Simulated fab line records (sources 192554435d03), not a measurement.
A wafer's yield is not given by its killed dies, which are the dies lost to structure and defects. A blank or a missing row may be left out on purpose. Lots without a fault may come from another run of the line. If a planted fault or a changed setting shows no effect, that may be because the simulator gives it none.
Matching of chambers ; flow n5-finfet ; ald-metal-03 running N5_HKMG_FIN_ALD_91: 4 sister chambers
The step deposits TiN, target thk 1 nm, pulse time 1 s, purge time 3 s. 18 wafers are shown with their chamber, then 9 later ones without.

== WAFERS PAIRED WITH THEIR CHAMBERS ==
wafer;chamber;heater-power-w (W);precursor-pulse-height-rel
L077.1;1;857;1.009
L077.2;2;1094;0.993
L077.3;0;963;0.986
L077.4;3;809;1.017
L077.5;1;864;1.009
L077.6;2;1126;0.993
L082.1;2;1125;1.004
L082.2;3;823;1.002
L082.6;3;832;0.972
L083.1;2;1103;1.010
L083.2;0;947;0.984
L083.5;1;823;1.053
L085.1;2;1083;1.005
L085.3;0;982;1.018
L085.5;0;968;0.986
L086.1;0;969;1.001
L086.4;3;854;0.973
L086.5;1;859;0.962

SIGNATURES, as means of the wafers listed above
reading;chamber 0;chamber 1;chamber 2;chamber 3;scatter within a chamber
heater-power-w;965.80;850.75;1106.20;829.50;17.3
precursor-pulse-height-rel;0.99500;1.00825;1.00100;0.99100;0.0219
Rule: for each reading, subtract the chamber's mean from the wafer's reading, divide by that reading's scatter and square the result; add these up over the readings and take the root, which gives the wafer's distance from the chamber. The wafer belongs to the nearest chamber; if the next one is less than 2 further off, it can't be placed. The scatter: the root of (the sum of the squares of (reading less its chamber's mean) over the shown wafers, divided by (wafers less chambers)).

== WAFERS WITH NO CHAMBER GIVEN ==
wafer;heater-power-w (W);precursor-pulse-height-rel
L088.1;1108;0.979
L088.3;976;1.037
L088.6;1092;1.004
L090.4;1118;0.986
L090.5;1085;0.977
L090.6;846;1.020
L096.2;857;0.978
L096.4;835;0.968
L096.6;834;0.994

== EACH ONE'S CHAMBER ==
wafer;from the rows above;in truth
L088.1;2;2
L088.3;0;0
L088.6;2;2
L090.4;2;2
L090.5;2;2
L090.6;can't be placed: 1 or 3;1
L096.2;can't be placed: 1 or 3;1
L096.4;can't be placed: 3 or 1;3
L096.6;can't be placed: 3 or 1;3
Correctly placed: 5 of 9. Unplaceable from these rows: 4, with the true chamber sitting among the candidates in 4. Placed wrongly: 0.
